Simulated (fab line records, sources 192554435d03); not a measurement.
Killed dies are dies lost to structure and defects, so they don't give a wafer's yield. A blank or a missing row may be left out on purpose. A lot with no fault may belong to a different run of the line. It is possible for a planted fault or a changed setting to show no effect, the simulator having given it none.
fab line records    flow n5Finfet
[record] lots = 6  wafers = 17  lastDay = 16
route steps=1938 shown BEOL_M0@719 BEOL_M4@1111
lots with no fault: from the same line, run without faults
startH: start of the lot's first displayed wafer, in hours after the record's first day    waitH: hours since the lot's step before    " unchanged from the row above    L1.1+2: a single row standing in for several wafers    - no value, or no start was given    * or withheld: withheld    < > ~ a bound
route shown NAME@n: names a module that has steps shown in the file, with the first one's number in the route    usual: the fault-free wafers' mean and standard deviation    same: alike in all rows    chamber/n: place in a boat    sites: each site's reading    _std_site: their standard deviation    _edge_site: the outer-site mean with the inner-site mean subtracted    radiusMm: for every site, how far away it sits from the centre of the wafer    mask NAME#n: copy n    behind: the most recent tool/chamber to have shaped the wafer    hold: reason for holding the lot/hours on hold/outcome of the hold    device: the n, p or np transistor that did not switch    end of line: tests of these same wafers at the route's end    step lacking rows: just its recipe    killed: the dies lost at the first sort to structure and to defects; this is not the yield of the wafer    map: per-die view of a wafer (x killed, . not killed, _ where there is no die)
set.NAME: the setting that was run; set.NAME@STEP: the one run at that earlier step    model.NAME: the simulator's own value behind a step, which no gauge read
certain route steps with their lots: each step a table, each wafer a row
services: when a tool's chamber went out of use (startH, in hours from the record's first day, below 0 if earlier), for how many hours, and the reason
[[steps]]
[step N5_BEOL_M0_WET_ETCH_106]
[recipe] chemistry = DHF  dilution = 10:1  tempC = 25  target = SiO2  targetDepthA = 1300  dry = ipaMarangoni  rinseTimeS = 30  rinseTempC = 23
[step N5_BEOL_M0_ETCH_128]
[recipe] chemistry = CF4/N2  targetDepthA = 120  overetchA = 51  target = SiCN  timeS = 21.4  ionEnergyEv = 150  pressureMtorr = 40  sourceW = 430  biasW = 70  Ar_flow_sccm = 100  cf4FlowSccm = 60  n2FlowSccm = 60
[usual] cf4FlowSccm = 60.01/0.17  drypumpMotorCurrentA = 5.8/0.55  oesProductAu = 0.54/0.043  rfVppV = 382.0/1.7  showerheadPlenumPTorr = 2.19/0.06  throttleValvePct = 15.51/0.29
lot.wafer  tool        chamber  startH  waitH  cf4FlowSccm  drypumpMotorCurrentA  oesProductAu  rfHoursCounterH  rfVppV  showerheadPlenumPTorr  throttleValvePct
L180.1     rieDiel-01  3        136.89  0.0    60.10        6.2                   0.58          48               383.5   2.25                   14.94
L180.2     "           2        "       "      59.86        5.1                   0.55          80               380.6   2.14                   15.37
L180.4     "           1        "       "      59.95        5.5                   0.58          57               383.4   2.25                   15.31
L188.2     rieDiel-04  2        180.14  1.0    60.06        6.2                   0.59          47               381.9   2.15                   15.16
L188.4     "           3        "       "      60.01        5.3                   0.52          167              380.3   2.12                   15.64
L188.5     "           1        "       "      59.81        6.0                   0.49          -                382.6   2.18                   15.84
L190.1     rieDiel-04  1        194.22  0.1    59.97        6.0                   0.48          222              380.9   2.18                   15.84
L190.4     "           0        "       "      60.14        6.8                   0.51          205              380.7   2.09                   15.81
L190.6     "           2        "       "      60.29        6.1                   0.60          -                380.5   2.15                   15.15
L192.4     rieDiel-04  3        202.27  0.2    59.91        5.3                   0.51          174              380.3   2.12                   15.65
L192.5     "           0        "       "      60.11        6.8                   0.51          -                380.4   2.09                   15.82
L192.6     "           3        "       "      60.24        5.3                   0.52          -                379.3   2.12                   15.66
L193.1     rieDiel-02  1        208.68  0.1    60.12        6.6                   0.50          175              382.7   2.20                   15.70
L193.5     "           3        "       "      60.18        5.1                   0.50          -                382.1   2.19                   15.90
L193.6     "           0        "       "      59.89        5.6                   0.50          -                384.9   2.26                   15.81
L194.3     rieDiel-04  1        221.10  0.0    59.71        6.0                   0.49          232              382.6   2.18                   15.88
L194.6     "           1        "       "      59.70        6.0                   0.48          -                381.6   2.18                   15.87
[step N5_BEOL_M0_TRENCH_ETCH_107]
[recipe] chemistry = C4F6/O2  targetDepthA = 328  target = SiOC  timeS = 16.4  ionEnergyEv = 250  pressureMtorr = 30  sourceW = 355  biasW = 185  Ar_flow_sccm = 300  C4F6_flow_sccm = 10  O2_flow_sccm = 10
[usual] drypumpMotorCurrentA = 5.8/0.55  oesProductAu = 0.78/0.063  rfVppV = 663/12  showerheadPlenumPTorr = 2.83/0.079  throttleValvePct = 20.95/0.27
lot.wafer  tool        chamber  startH  waitH  drypumpMotorCurrentA  oesProductAu  rfHoursCounterH  rfVppV  showerheadPlenumPTorr  throttleValvePct
L180.1     rieDiel-01  3        136.93  0.0    6.2                   0.83          48               656     2.89                   20.39
L180.2     "           2        "       "      5.1                   0.81          80               684     2.76                   20.79
L180.4     "           1        "       "      5.4                   0.83          57               664     2.92                   20.83
L188.2     rieDiel-04  2        180.18  0.0    6.2                   0.87          47               649     2.76                   20.48
L188.4     "           3        "       "      5.3                   0.75          167              668     2.74                   21.08
L188.5     "           1        "       "      6.0                   0.71          -                672     2.81                   21.17
L190.1     rieDiel-04  1        194.26  0.0    6.0                   0.70          222              673     2.80                   21.20
L190.4     "           0        "       "      6.8                   0.70          205              672     2.71                   21.23
L190.6     "           2        "       "      6.1                   0.85          -                648     2.76                   20.49
L192.4     rieDiel-04  3        202.31  0.0    5.3                   0.75          174              668     2.74                   21.09
L192.5     "           0        "       "      6.8                   0.71          -                671     2.71                   21.23
L192.6     "           3        "       "      5.3                   0.75          -                670     2.74                   21.10
L193.1     rieDiel-02  1        208.72  0.0    6.6                   0.71          175              673     2.84                   21.15
L193.5     "           3        "       "      5.0                   0.72          -                648     2.82                   21.31
L193.6     "           0        "       "      5.6                   0.70          -                657     2.91                   21.14
L194.3     rieDiel-04  1        221.15  0.0    6.0                   0.70          232              673     2.80                   21.21
L194.6     "           1        "       "      6.0                   0.70          -                673     2.80                   21.21
[step N5_BEOL_M0_STRIP_142]
[recipe] chemistry = N2/H2  timeS = 10  powerW = 450  tempC = 40  pressureMtorr = 20  rfFrequencyHz = 6e+07  biasPowerW = 7  n2FlowSccm = 200  h2FlowSccm = 200
[usual] drypumpMotorCurrentA = 5.8/0.55  oesProductAu = 0.78/0.065  rfVppV = 59.1/0.83  showerheadPlenumPTorr = 2.52/0.072  throttleValvePct = 23.6/0.39
lot.wafer  tool        chamber  startH  waitH  drypumpMotorCurrentA  oesProductAu  rfHoursCounterH  rfVppV  showerheadPlenumPTorr  throttleValvePct
L180.1     rieDiel-01  3        136.95  0.0    6.2                   0.84          48               58.0    2.59                   23.4
L180.2     "           2        "       "      5.2                   0.81          80               59.2    2.47                   23.5
L180.4     "           1        "       "      5.4                   0.84          57               58.7    2.58                   23.2
L188.2     rieDiel-04  2        180.20  0.0    6.1                   0.87          47               60.1    2.47                   23.3
L188.4     "           3        "       "      5.3                   0.76          167              59.2    2.43                   24.0
L188.5     "           1        "       "      6.1                   0.72          -                61.6    2.51                   24.2
L190.1     rieDiel-04  1        194.29  0.0    6.0                   0.71          222              59.4    2.51                   24.2
L190.4     "           0        "       "      6.8                   0.71          205              59.8    2.39                   23.7
L190.6     "           2        "       "      6.2                   0.87          -                58.5    2.47                   23.3
L192.4     rieDiel-04  3        202.33  0.0    5.3                   0.75          174              59.0    2.43                   23.9
L192.5     "           0        "       "      6.8                   0.71          -                60.2    2.39                   23.7
L192.6     "           3        "       "      5.3                   0.75          -                59.2    2.43                   23.9
L193.1     rieDiel-02  1        208.74  0.0    6.6                   0.73          175              58.4    2.53                   24.1
L193.5     "           3        "       "      5.0                   0.72          -                59.6    2.53                   24.2
L193.6     "           0        "       "      5.6                   0.71          -                58.5    2.61                   24.0
L194.3     rieDiel-04  1        221.17  0.0    6.0                   0.70          232              58.5    2.51                   24.2
L194.6     "           1        "       "      6.0                   0.70          -                59.9    2.51                   24.2
[step N5_BEOL_M0_OCD_MEAS_108]
[usual] trenchDepthNm = 32.8/0.56
lot.wafer  tool    chamber  startH  waitH  trenchDepthNm
L180.1     ocd-02  -        137.03  0.1    32.8
L180.2     "       -        "       "      32.6
L180.4     "       -        "       "      33.0
L188.2     ocd-02  -        180.28  0.1    33.2
L188.4     "       -        "       "      32.6
L188.5     "       -        "       "      32.6
L190.1     ocd-01  -        194.37  0.1    32.4
L190.4     "       -        "       "      31.8
L190.6     "       -        "       "      32.8
L192.4     ocd-02  -        202.42  0.1    32.8
L192.5     "       -        "       "      31.4
L192.6     "       -        "       "      33.1
L193.1     ocd-01  -        208.82  0.1    31.9
L193.5     "       -        "       "      32.9
L193.6     "       -        "       "      31.5
L194.3     ocd-01  -        221.25  0.1    32.4
L194.6     "       -        "       "      32.5
[step N5_BEOL_M0_HM_STRIP_129]
[recipe] chemistry = peroxideTinStrip  material = TiN  targetDepthA = 170  tempC = 50  timeS = 108
[step N5_BEOL_M0_SRD_130]
[recipe] timeS = 30  tempC = 23  rinseLiquid = diw  dry = ipaMarangoni
[step N5_BEOL_M0_ETCH_109]
[recipe] chemistry = CH3F/O2  targetDepthA = 80  overetchA = 24  target = SiCN  timeS = 27.4  ionEnergyEv = 120  pressureMtorr = 30  sourceW = 395  biasW = 75  Ar_flow_sccm = 150  CH3F_flow_sccm = 30  O2_flow_sccm = 20
[step N5_BEOL_M0_STRIP_139]
[recipe] chemistry = postEtchResidueRemover  timeS = 60  tempC = 25  removerPh = withheld  removerWaterWtPct = withheld  removerFluorideWtPct = withheld
[step N5_BEOL_M0_SRD_111]
[recipe] timeS = 30  tempC = 23  rinseLiquid = diw  dry = ipaMarangoni
[step N5_BEOL_M0_DEGAS_112]
[recipe] ambient = vacuum  tempC = 250  timeS = 60
[step N5_BEOL_M0_PRE_CLEAN_113]
[recipe] gas = H2/He  timeS = 30  tempC = 250
[usual] heaterPowerW = 337/34
lot.wafer  tool           chamber  startH  waitH  heaterPowerW
L180.1     pvdSputter-03  -        137.72  0.0    354
L180.2     "              -        "       "      333
L180.4     "              -        "       "      343
L188.2     pvdSputter-01  -        181.52  0.0    364
L188.4     "              -        "       "      319
L188.5     "              -        "       "      363
L190.1     pvdSputter-03  -        195.54  0.0    336
L190.4     "              -        "       "      345
L190.6     "              -        "       "      343
L192.4     pvdSputter-02  -        204.27  0.0    359
L192.5     "              -        "       "      368
L192.6     "              -        "       "      315
L193.1     pvdSputter-02  -        209.69  0.0    322
L193.5     "              -        "       "      326
L193.6     "              -        "       "      412
L194.3     pvdSputter-03  -        222.03  0.0    277
L194.6     "              -        "       "      341
[step N5_BEOL_M0_ALD_136]
[recipe] material = TaN  targetThkA = *  tempC = 275  aldPrecursorFamily = PDMAT  aldCoReactant = NH3  pressureTorr = 3  carrierFlowSccm = 1500  pulseTimeS = 2  purgeTimeS = 3  coReactantPurgeTimeS = 2  coReactantPulseTimeS = 3  aldCycles = 30  precursorVesselTempC = 75  precursorVesselPressureTorr = 26.25  precursorVesselCarrierSccm = 1000
[usual] aldCycles = 30/0  chamberPressureTorr = 3.000/0.0065  heaterPowerOuterW = 226/31  heaterPowerW = 417/56  precursorVesselCarrierSccm = 999.8/2.9  precursorVesselPressureTorr = 26.25/0.049  precursorVesselTempC = 75.00/0.13
lot.wafer  tool         chamber  startH  waitH  aldCycles  chamberPressureTorr  heaterPowerOuterW  heaterPowerW  precursorVesselCarrierSccm  precursorVesselPressureTorr  precursorVesselTempC
L180.1     aldMetal-04  2        137.78  0.0    30         2.996                276                496           1002.8                      26.21                        75.28
L180.2     "            1        "       "      30         2.998                247                449           999.0                       26.22                        75.08
L180.4     "            0        "       "      30         3.013                206                412           995.4                       26.24                        75.01
L188.2     aldMetal-04  1        181.60  0.1    30         2.997                245                439           997.3                       26.20                        75.00
L188.4     "            3        "       "      30         2.988                273                493           997.6                       26.33                        74.96
L188.5     "            2        "       "      30         2.992                273                494           998.2                       26.25                        74.95
L190.1     aldMetal-03  0        195.63  0.1    30         2.997                211                364           998.3                       26.21                        74.91
L190.4     "            1        "       "      30         3.001                190                394           1001.1                      26.18                        74.83
L190.6     "            1        "       "      30         3.009                193                387           996.4                       26.20                        75.04
L192.4     aldMetal-04  2        204.33  0.0    30         3.001                272                506           998.6                       26.26                        74.73
L192.5     "            3        "       "      30         3.000                271                483           994.6                       26.27                        75.22
L192.6     "            2        "       "      30         2.992                273                502           1002.1                      26.28                        75.06
L193.1     aldMetal-03  0        209.75  0.0    30         2.994                215                369           1002.5                      26.29                        75.15
L193.5     "            0        "       "      30         3.005                217                371           1000.3                      26.29                        75.33
L193.6     "            3        "       "      27         3.005                212                393           1001.6                      26.30                        74.88
L194.3     aldMetal-03  3        222.09  0.0    27         3.002                210                391           999.9                       26.29                        75.02
L194.6     "            1        "       "      27         2.994                195                386           998.5                       26.30                        75.12
[step N5_BEOL_M0_SURFACE_TREAT_137]
[recipe] gas = Ar  timeS = *  ionEnergyEv = *  ionCurrentMaCm2 = 0.5  pressureMtorr = *  arFlowSccm = 30
[usual] throttleValvePct = *
lot.wafer  tool           chamber  startH  waitH  throttleValvePct
L180.1     pvdSputter-03  -        138.01  0.1    *
L180.2     "              -        "       "      *
L180.4     "              -        "       "      *
L188.2     pvdSputter-01  -        182.04  0.3    *
L188.4     "              -        "       "      *
L188.5     "              -        "       "      *
L190.1     pvdSputter-03  -        195.92  0.2    *
L190.4     "              -        "       "      *
L190.6     "              -        "       "      *
L192.4     pvdSputter-01  -        205.06  0.6    *
L192.5     "              -        "       "      *
L192.6     "              -        "       "      *
L193.1     pvdSputter-02  -        210.09  0.2    *
L193.5     "              -        "       "      *
L193.6     "              -        "       "      *
L194.3     pvdSputter-01  -        222.45  0.3    *
L194.6     "              -        "       "      *
[step N5_BEOL_M4_RC_MEAS_101]
[usual] DIBL_N = 36.4/1.7  DIBL_P = 36.4/2.1  IOFF_N = 0.16/0.035  IOFF_P = 0.21/0.035  ION_N = 680/11  ION_P = 465/6.8  SS_N = 71.5/0.58  SS_P = 73.2/0.72  VT_N = 249/3.6  VT_P = -250/3.1
lot.wafer  tool       chamber  startH  waitH  DIBL_N[mV/V]  DIBL_P[mV/V]  IOFF_N[nA/um]  IOFF_P[nA/um]  ION_N[uA/um]  ION_P[uA/um]  SS_N[mV/dec]  SS_P[mV/dec]  VT_N[mV]  VT_P[mV]
L180.1     prober-01  0        191.17  0.0    33.8          33.2          0.13           0.16           675           458           71.6          72.6          252       -253
L180.2     "          0        "       "      35.7          36.7          0.18           0.22           687           463           71.3          73.2          251       -249
L180.4     "          0        "       "      39.0          38.9          0.27           0.27           704           467           73.1          73.9          243       -246
L188.2     prober-02  0        233.23  0.2    38.1          39.4          0.18           0.22           674           461           71.9          73.7          248       -250
L188.4     "          0        "       "      35.0          36.0          0.14           0.18           674           461           71.0          72.9          251       -251
L188.5     "          0        "       "      35.5          35.8          0.13           0.17           674           462           70.5          74.0          253       -252
L190.1     prober-02  0        252.01  0.0    36.0          35.4          0.16           0.23           673           471           71.6          73.0          247       -245
L190.4     "          0        "       "      35.6          35.3          0.16           0.23           687           474           71.0          73.0          247       -247
L190.6     "          0        "       "      37.2          36.3          0.18           0.25           691           471           71.8          73.1          245       -247
L192.4     prober-02  0        261.21  0.5    31.2          31.1          0.10           0.14           662           459           70.3          71.5          254       -257
L192.5     "          0        "       "      33.8          34.0          0.12           0.16           668           455           70.9          72.2          253       -256
L192.6     "          0        "       "      33.3          34.3          0.13           0.17           671           464           70.7          72.3          251       -252
L193.1     prober-01  0        268.45  0.0    36.0          36.6          0.15           0.19           662           455           71.2          73.0          252       -254
L193.5     "          0        "       "      35.1          35.7          0.15           0.19           676           466           69.8          72.7          251       -251
L193.6     "          0        "       "      34.2          34.0          0.12           0.16           676           461           70.7          72.3          257       -254
L194.3     prober-02  0        273.73  0.3    36.0          37.0          0.15           0.21           673           468           71.5          72.6          249       -248
L194.6     "          0        "       "      34.9          35.5          0.12           0.18           669           461           71.4          72.3          255       -250
[[services]]
tool           chamber  startH  hours  kind
pvdSputter-03  -        122.25  3.7    repair
aldMetal-03    -        131.28  14.6   pm
rieDiel-04     0        143.65  8.5    repair
pvdSputter-03  -        152.34  6.3    repair
pvdSputter-03  -        160.23  10.0   repair
rieDiel-02     0        211.43  -      clean
rieDiel-02     0        211.43  -      consumableReplace:focusRing
rieDiel-02     0        211.43  15.1   scheduledDown
rieDiel-02     0        211.43  15.1   ventCycle
[[key]]
[firstSign] step = N5_BEOL_M0_ALD_136  reading = aldCycles  direction = down  sigmas = 99+  usual = *  struck = *
effect none on later readings
metAt N5_BEOL_M0_ALD_136
struckWafers L193.6,L194.3,L194.6
onsetBetween 195.63 209.75
[fault] kind = processParameterDrift  tool = aldMetal-03  chamber = -  onsetH = 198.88  steps = N5_BEOL_M0_ALD_136  channel = aldCycles  offset = *  shape = step  endH = 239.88  scope = struckWafersOnly  actsIn = *  stated = *
